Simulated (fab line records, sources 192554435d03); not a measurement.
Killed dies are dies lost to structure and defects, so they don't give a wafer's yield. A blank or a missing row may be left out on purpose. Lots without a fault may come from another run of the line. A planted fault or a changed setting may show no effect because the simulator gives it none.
fab line records | flow n5_finfet | part 1 of 2: steps 1 to 3 of 6
record lots=24 wafers=72 last_day=20
route steps=1938 shown HKMG_FIN@419 GATE_CUT@470
lots that met no fault: from a run of the same line without faults
start_h: hours from the record's first day to the start of the lot's first wafer shown | wait_h: hours since the lot's step before | " the same as in the row above | L1.1+2: a row that stands for several wafers | - no value, or no start given | * or withheld: withheld | < > ~ a bound
route shown NAME@n: a module of which the file shows steps, and the number in the route of the first | usual: mean/standard deviation of fault-free wafers | same: alike in all rows | chamber/n: place in a boat | sites: the reading at each site | _std_site: their standard deviation | _edge_site: outer sites' mean less inner sites' | radius_mm: how far each site lies from the wafer's centre | mask NAME#n: copy n | behind: the tool/chamber that last shaped the wafer | hold: why the lot was held/for how many hours/how that ended | device: the transistor (n, p or np) that didn't switch | end of line: the same wafers' tests at the end of the route | a step without rows: its recipe alone | killed: dies lost to structure and defects at the first sort, not the wafer's yield | map: a wafer's dies, x killed, . not, _ none there
set.NAME: the setting as run; set.NAME@STEP: as run at that earlier step | model.NAME: the simulator's own value behind a step, which no gauge read
steps of the route over a sample of lots; a table a step, a row a wafer
services: from which hour (start_h, from the record's first day; less than 0 if before it) a tool's chamber was out of use, for how many hours, and why
## steps
# step N5_HKMG_FIN_ALD_36
# recipe material=TiN target_thk_a=10 temp_c=400 ald_precursor_family=TiCl4 ald_co_reactant=NH3 pulse_time_s=1 purge_time_s=3 co_reactant_purge_time_s=2 co_reactant_pulse_time_s=2 ald_cycles=47 pressure_torr=3
# usual chamber_pressure_Torr=3.000/0.0064 heater_power_w=880/93 precursor_pulse_height_rel=0.997/0.022
# same co_reactant_pulse_time_s=2
# columns lot.wafer tool chamber start_h wait_h chamber_pressure_Torr heater_power_w precursor_pulse_height_rel
L074.2 ald_metal-01 2 74.43 0.0 2.988 781 1.018
L074.3 " 1 " " 3.005 774 1.009
L074.4 " 0 " " 3.008 839 1.034
L075.1 ald_metal-02 0 83.28 0.0 3.000 1051 1.023
L075.4 " 3 " " 3.007 887 0.945
L075.5 " 3 " " 3.004 901 1.048
L076.3 ald_metal-01 1 90.94 0.0 2.997 757 1.016
L076.4 " 3 " " 2.992 953 0.948
L076.5 " 0 " " 2.996 863 0.977
L077.3 ald_metal-01 1 97.61 0.0 2.989 763 1.021
L077.4 " 0 " " 2.994 861 0.987
L077.5 " 2 " " 3.004 770 1.003
L078.1 ald_metal-01 0 98.63 0.0 3.015 858 0.989
L078.3 " 2 " " 3.004 759 1.001
L078.5 " 1 " " 2.998 750 1.006
L079.3 ald_metal-01 0 105.77 0.0 2.996 842 1.000
L079.4 " 3 " " 2.998 972 1.020
L079.6 " 3 " " 3.005 985 0.992
L080.2 ald_metal-01 0 110.99 0.0 2.986 849 1.035
L080.4 " 0 " " 2.996 842 0.979
L080.6 " 1 " " 2.999 736 0.970
L081.2 ald_metal-01 0 120.50 0.0 2.997 869 1.009
L081.3 " 3 " " 3.004 979 0.982
L081.5 " 1 " " 3.003 757 0.989
L082.1 ald_metal-04 0 126.99 0.0 3.003 1004 0.973
L082.4 " 3 " " 3.001 908 1.022
L082.6 " 1 " " 2.996 829 1.016
L083.1 ald_metal-04 2 133.51 0.0 2.992 816 1.008
L083.2 " 3 " " 2.994 873 0.991
L083.6 " 0 " " 3.002 996 0.990
L084.2 ald_metal-04 1 136.36 0.0 3.009 826 1.003
L084.4 " 0 " " 2.999 998 0.987
L084.5 " 1 " " 3.005 827 0.988
L085.1 ald_metal-04 1 144.02 0.0 2.996 827 1.003
L085.3 " 2 " " 2.997 797 0.966
L085.6 " 1 " " 2.990 805 0.980
L086.2 ald_metal-02 0 147.17 0.0 2.997 1062 1.024
L086.3 " 1 " " 2.997 790 1.031
L086.4 " 3 " " 3.009 912 1.002
L087.3 ald_metal-02 1 154.90 0.0 2.997 820 0.972
L087.4 " 0 " " 2.995 1052 0.985
L087.5 " 0 " " 3.003 1063 0.988
L088.3 ald_metal-02 0 159.07 0.0 3.006 1071 0.997
L088.5 " 1 " " 2.992 806 1.011
L088.6 " 2 " " 3.011 841 1.002
L089.1 ald_metal-02 2 163.75 0.0 3.014 851 0.993
L089.3 " 1 " " 2.988 796 0.988
L089.4 " 0 " " 2.999 1034 1.005
L090.1 ald_metal-04 0 170.29 0.0 3.005 1009 0.976
L090.2 " 3 " " 2.999 896 1.025
L090.6 " 3 " " 3.000 869 0.985
L091.3 ald_metal-01 2 175.13 0.1 2.998 747 1.017
L091.4 " 3 " " 2.999 974 0.991
L091.5 " 1 " " 2.999 757 0.985
L092.1 ald_metal-04 1 182.29 0.0 2.994 844 0.983
L092.3 " 3 " " 2.988 885 1.011
L092.6 " 3 " " 2.997 914 1.032
L093.3 ald_metal-02 2 187.87 0.0 2.985 861 1.007
L093.5 " 0 " " 3.007 1060 0.991
L093.6 " 1 " " 3.004 795 1.007
L094.2 ald_metal-02 2 196.52 0.0 3.010 841 1.021
L094.3 " 1 " " 3.005 802 0.968
L094.6 " 1 " " 3.008 828 1.017
L095.1 ald_metal-02 2 199.05 0.0 3.007 837 0.979
L095.2 " 1 " " 2.995 788 0.989
L095.3 " 3 " " 2.997 897 0.983
L096.1 ald_metal-04 1 205.30 0.0 3.002 831 1.018
L096.2 " 3 " " 3.000 879 0.970
L096.4 " 0 " " 2.999 1003 1.013
L097.3 ald_metal-02 0 210.39 0.0 2.997 1067 0.996
L097.5 " 3 " " 3.004 879 1.012
L097.6 " 2 " " 3.003 832 0.999
# step N5_HKMG_FIN_CMP_23
# recipe stop_on=SiNx t_overpolish_s=10 post_cmp_clean=rinse_only down_force_psi=4 platen_rpm=50.289 pad_velocity_m_s=1.0006 target_thk_nm=46.326
# usual motor_current_A=12.0/1.5 overpolish_run_s=10.001/0.0098 time_to_endpoint_s=11.6/2.3
# columns lot.wafer tool chamber start_h wait_h motor_current_A overpolish_run_s time_to_endpoint_s
L074.3 cmp-01 2 79.31 0.0 15.6 10.007 15.1
L074.2 " 0 " " 13.3 10.003 12.7
L074.4 " 1 " " 10.3 9.994 11.6
L075.4 cmp-04 1 88.50 0.1 10.5 10.001 10.6
L075.1 " 3 " " 14.1 9.998 11.7
L075.5 " 0 " " 11.2 9.980 12.4
L076.3 cmp-01 2 96.02 0.2 15.0 9.997 12.9
L076.4 " 3 " " 11.1 10.006 12.1
L076.5 " 0 " " 13.8 10.000 13.3
L077.3 cmp-01 1 103.13 0.1 10.2 10.003 9.1
L077.4 " 3 " " 11.1 9.989 11.8
L077.5 " 0 " " 13.6 9.997 12.9
L078.1 cmp-03 3 103.92 0.2 12.3 9.995 14.0
L078.3 " 0 " " 11.5 10.004 14.4
L078.5 " 2 " " 11.6 9.985 15.7
L079.3 cmp-03 2 110.92 0.2 12.2 9.991 9.3
L079.4 " 3 " " 12.5 9.988 10.3
L079.6 " 0 " " 11.1 9.988 12.6
L080.4 cmp-03 2 116.50 0.2 11.0 9.984 15.8
L080.2 " 3 " " 11.7 9.987 13.7
L080.6 " 2 " " 11.7 10.000 12.1
L081.3 cmp-01 2 125.51 0.0 14.4 9.998 11.9
L081.2 " 0 " " 13.5 10.002 5.7
L081.5 " 3 " " 10.7 9.983 7.7
L082.4 cmp-03 2 131.92 0.0 11.3 10.002 15.3
L082.1 " 1 " " 10.9 9.991 12.7
L082.6 " 3 " " 11.9 9.998 12.8
L083.1 cmp-04 3 138.81 0.1 14.7 10.009 11.1
L083.2 " 1 " " 10.6 10.003 10.1
L083.6 " 2 " " 12.0 9.998 10.6
L084.2 cmp-03 2 141.41 0.0 11.7 10.003 11.9
L084.4 " 0 " " 11.9 10.012 11.1
L084.5 " 2 " " 11.1 10.002 13.0
L085.1 cmp-01 3 149.27 0.0 11.5 10.007 8.0
L085.3 " 1 " " 10.2 9.999 6.7
L085.6 " 0 " " 14.2 9.995 8.4
L086.4 cmp-03 0 152.08 0.0 11.7 10.006 12.5
L086.2 " 1 " " 10.7 10.006 12.1
L086.3 " 3 " " 11.6 10.008 12.2
L087.4 cmp-01 2 160.24 0.1 14.8 10.003 14.7
L087.3 " 3 " " 10.7 9.986 9.5
L087.5 " 2 " " 13.9 10.018 12.6
L088.3 cmp-03 0 164.35 0.1 11.6 10.002 12.1
L088.5 " 3 " " 12.1 9.994 13.4
L088.6 " 0 " " 11.6 10.003 11.5
L089.3 cmp-01 3 168.65 0.0 11.5 10.020 7.7
L089.4 " 0 " " 14.6 10.018 8.4
L089.1 " 2 " " 15.1 9.999 12.6
L090.1 cmp-01 1 175.46 0.1 10.8 10.003 12.3
L090.2 " 2 " " 14.8 10.021 13.5
L090.6 " 1 " " 10.2 9.999 10.3
L091.3 cmp-03 2 180.08 0.0 10.9 9.998 12.6
L091.4 " 3 " " 12.1 10.004 14.2
L091.5 " 3 " " 11.8 9.998 14.9
L092.1 cmp-01 1 187.38 0.2 10.6 10.003 8.6
L092.3 " 2 " " 14.3 10.014 13.7
L092.6 " 3 " " 10.8 9.999 13.2
L093.3 cmp-03 0 192.97 0.1 11.6 9.999 8.4
L093.6 " 3 " " 11.5 9.998 10.1
L093.5 " 0 " " 11.0 9.996 8.4
L094.3 cmp-01 1 201.49 0.1 10.2 10.010 11.2
L094.2 " 3 " " 11.1 10.018 12.5
L094.6 " 0 " " 13.9 10.010 10.6
L095.2 cmp-04 1 204.11 0.0 10.4 10.004 12.9
L095.1 " 2 " " 12.0 10.006 11.6
L095.3 " 3 " " 13.7 10.004 15.4
L096.1 cmp-04 1 210.16 0.0 9.8 10.000 11.7
L096.2 " 2 " " 12.1 9.996 14.0
L096.4 " 0 " " 11.4 9.994 14.7
L097.3 cmp-01 1 215.59 0.3 10.4 9.979 10.0
L097.5 " 2 " " 15.5 10.010 11.4
L097.6 " 3 " " 10.9 9.996 12.3
# step N5_GATE_CUT_STRIP_59
# recipe chemistry=N2/H2 time_s=20 power_w=100 temp_c=40 pressure_mtorr=100 rf_frequency_hz=6e+07 bias_power_w=3 n2_flow_sccm=300 h2_flow_sccm=300
# usual chamber_pressure_mTorr=99.99/0.096 drypump_motor_current_A=5.6/0.49 oes_product_au=0.80/0.083 rf_vpp_V=45.3/0.83 showerhead_plenum_p_Torr=3.38/0.11 throttle_valve_pct=12.23/0.25
# columns lot.wafer tool chamber start_h wait_h chamber_pressure_mTorr drypump_motor_current_A oes_product_au rf_hours_counter_h rf_vpp_V showerhead_plenum_p_Torr throttle_valve_pct
L074.2 rie_diel-05 3 80.45 0.1 100.14 5.0 0.92 12 44.3 3.30 11.95
L074.3 " 0 " " 100.00 4.7 0.74 162 46.4 3.53 12.37
L074.4 " 2 " " 99.93 5.5 0.80 - 43.9 3.24 12.01
L075.1 rie_diel-05 3 89.56 0.1 99.95 5.0 0.92 14 45.2 3.30 11.95
L075.4 " 2 " " 99.86 5.5 0.80 - 46.6 3.24 12.01
L075.5 " 3 " " 99.80 5.0 0.93 - 44.6 3.30 11.95
L076.3 rie_diel-04 3 97.20 0.1 99.95 5.8 0.73 196 45.8 3.36 12.57
L076.4 " 2 " " 99.94 5.5 0.80 109 45.6 3.25 11.94
L076.5 " 1 " " 100.09 5.7 0.92 - 43.9 3.31 12.05
L077.3 rie_diel-05 1 104.19 0.1 100.13 5.9 0.92 26 46.6 3.58 12.28
L077.4 " 3 " " 100.09 5.0 0.90 18 45.7 3.30 11.97
L077.5 " 3 " " 100.09 5.0 0.91 - 45.2 3.30 11.96
L078.1 rie_diel-05 1 104.94 0.1 99.93 5.9 0.92 26 46.2 3.58 12.27
L078.3 " 2 " " 100.05 5.5 0.79 117 43.2 3.24 12.01
L078.5 " 3 " " 99.94 5.0 0.91 - 45.5 3.30 11.95
L079.3 rie_diel-05 2 111.92 0.1 100.04 5.5 0.79 119 44.5 3.24 12.04
L079.4 " 3 " " 99.88 5.0 0.91 21 44.3 3.30 11.97
L079.6 " 2 " " 99.97 5.5 0.79 - 43.9 3.24 12.03
L080.2 rie_diel-05 3 117.67 0.1 100.12 5.0 0.90 22 45.1 3.30 11.97
L080.4 " 2 " " 99.92 5.5 0.79 121 44.0 3.24 12.02
L080.6 " 1 " " 99.98 5.9 0.93 - 45.6 3.58 12.29
L081.2 rie_diel-01 1 126.65 0.1 100.03 6.2 0.73 183 47.0 3.49 12.26
L081.3 " 2 " " 99.94 5.1 0.89 30 45.7 3.46 11.97
L081.5 " 3 " " 100.01 6.3 0.94 - 45.3 3.30 11.94
L082.1 rie_diel-04 3 133.06 0.1 99.92 5.9 0.71 208 46.2 3.36 12.61
L082.4 " 2 " " 100.03 5.5 0.80 116 45.4 3.25 11.98
L082.6 " 1 " " 100.06 5.8 0.89 - 45.3 3.30 12.09
L083.1 rie_diel-04 0 140.13 0.1 99.91 5.8 0.72 207 44.7 3.36 12.54
L083.2 " 3 " " 99.98 5.8 0.71 210 45.5 3.36 12.60
L083.6 " 3 " " 99.81 5.8 0.71 - 44.1 3.36 12.62
L084.2 rie_diel-05 1 142.54 0.1 100.01 5.9 0.90 40 46.1 3.58 12.31
L084.4 " 3 " " 99.90 5.0 0.87 30 45.3 3.29 11.98
L084.5 " 0 " " 99.77 4.8 0.72 - 47.2 3.52 12.40
L085.1 rie_diel-01 2 150.70 0.1 100.04 5.1 0.86 40 46.3 3.45 11.99
L085.3 " 3 " " 100.03 6.3 0.92 22 45.3 3.30 11.95
L085.6 " 2 " " 100.03 5.1 0.87 - 44.2 3.45 11.99
L086.2 rie_diel-01 2 153.22 0.1 99.86 5.1 0.87 41 46.2 3.45 11.99
L086.3 " 3 " " 100.04 6.3 0.92 23 44.8 3.30 11.97
L086.4 " 2 " " 99.99 5.1 0.86 - 45.6 3.45 11.97
L087.3 rie_diel-05 3 161.30 0.1 100.13 5.0 0.88 36 46.7 3.29 12.01
L087.4 " 2 " " 99.99 5.5 0.78 134 44.6 3.23 12.06
L087.5 " 0 " " 100.02 4.8 0.73 - 45.0 3.52 12.43
L088.3 rie_diel-01 1 165.68 0.1 100.02 6.1 0.72 198 45.6 3.48 12.30
L088.5 " 1 " " 99.97 6.2 0.72 - 46.2 3.48 12.29
L088.6 " 2 " " 99.86 5.1 0.86 - 45.0 3.45 12.01
L089.1 rie_diel-05 0 169.84 0.1 99.89 4.7 0.72 189 44.7 3.52 12.43
L089.3 " 3 " " 100.02 5.0 0.87 38 45.2 3.29 12.02
L089.4 " 2 " " 100.06 5.5 0.77 136 44.6 3.23 12.05
L090.1 rie_diel-01 1 176.52 0.1 100.06 6.2 0.72 200 45.0 3.48 12.29
L090.2 " 3 " " 99.95 6.4 0.91 27 43.6 3.29 11.98
L090.6 " 2 " " 100.11 5.1 0.85 - 45.5 3.45 12.00
L091.3 rie_diel-05 1 181.23 0.1 99.98 5.9 0.88 50 45.0 3.57 12.34
L091.4 " 0 " " 99.91 4.7 0.72 193 45.8 3.51 12.44
L091.5 " 1 " " 99.92 5.9 0.89 - 45.4 3.57 12.34
L092.1 rie_diel-01 1 188.41 0.1 100.04 6.2 0.71 204 45.0 3.48 12.31
L092.3 " 2 " " 100.05 5.1 0.84 49 45.4 3.44 12.02
L092.6 " 0 " " 99.93 6.1 0.70 - 44.3 3.48 12.81
L093.3 rie_diel-04 0 194.02 0.1 99.88 5.8 0.70 221 45.5 3.35 12.58
L093.5 " 3 " " 100.03 5.9 0.70 - 45.5 3.35 12.64
L093.6 " 2 " " 100.18 5.5 0.77 - 44.8 3.24 12.02
L094.2 rie_diel-04 1 202.55 0.1 100.06 5.7 0.85 63 46.0 3.29 12.15
L094.3 " 2 " " 100.05 5.5 0.77 137 45.8 3.24 12.02
L094.6 " 1 " " 100.01 5.7 0.85 - 44.3 3.29 12.13
L095.1 rie_diel-04 2 205.25 0.1 100.03 5.5 0.77 137 45.2 3.24 12.02
L095.2 " 1 " " 99.95 5.7 0.86 64 45.8 3.29 12.15
L095.3 " 0 " " 100.06 5.8 0.70 225 45.0 3.35 12.61
L096.1 rie_diel-04 0 211.30 0.1 99.96 5.8 0.71 227 45.7 3.35 12.60
L096.2 " 1 " " 100.02 5.8 0.85 66 45.0 3.29 12.14
L096.4 " 3 " " 100.04 5.8 0.70 231 45.5 3.34 12.68
L097.3 rie_diel-04 1 216.48 0.1 100.02 5.8 0.85 68 44.9 3.29 12.16
L097.5 " 0 " " 99.96 5.8 0.70 - 45.2 3.35 12.60
L097.6 " 1 " " 100.10 5.8 0.85 - 44.2 3.29 12.15
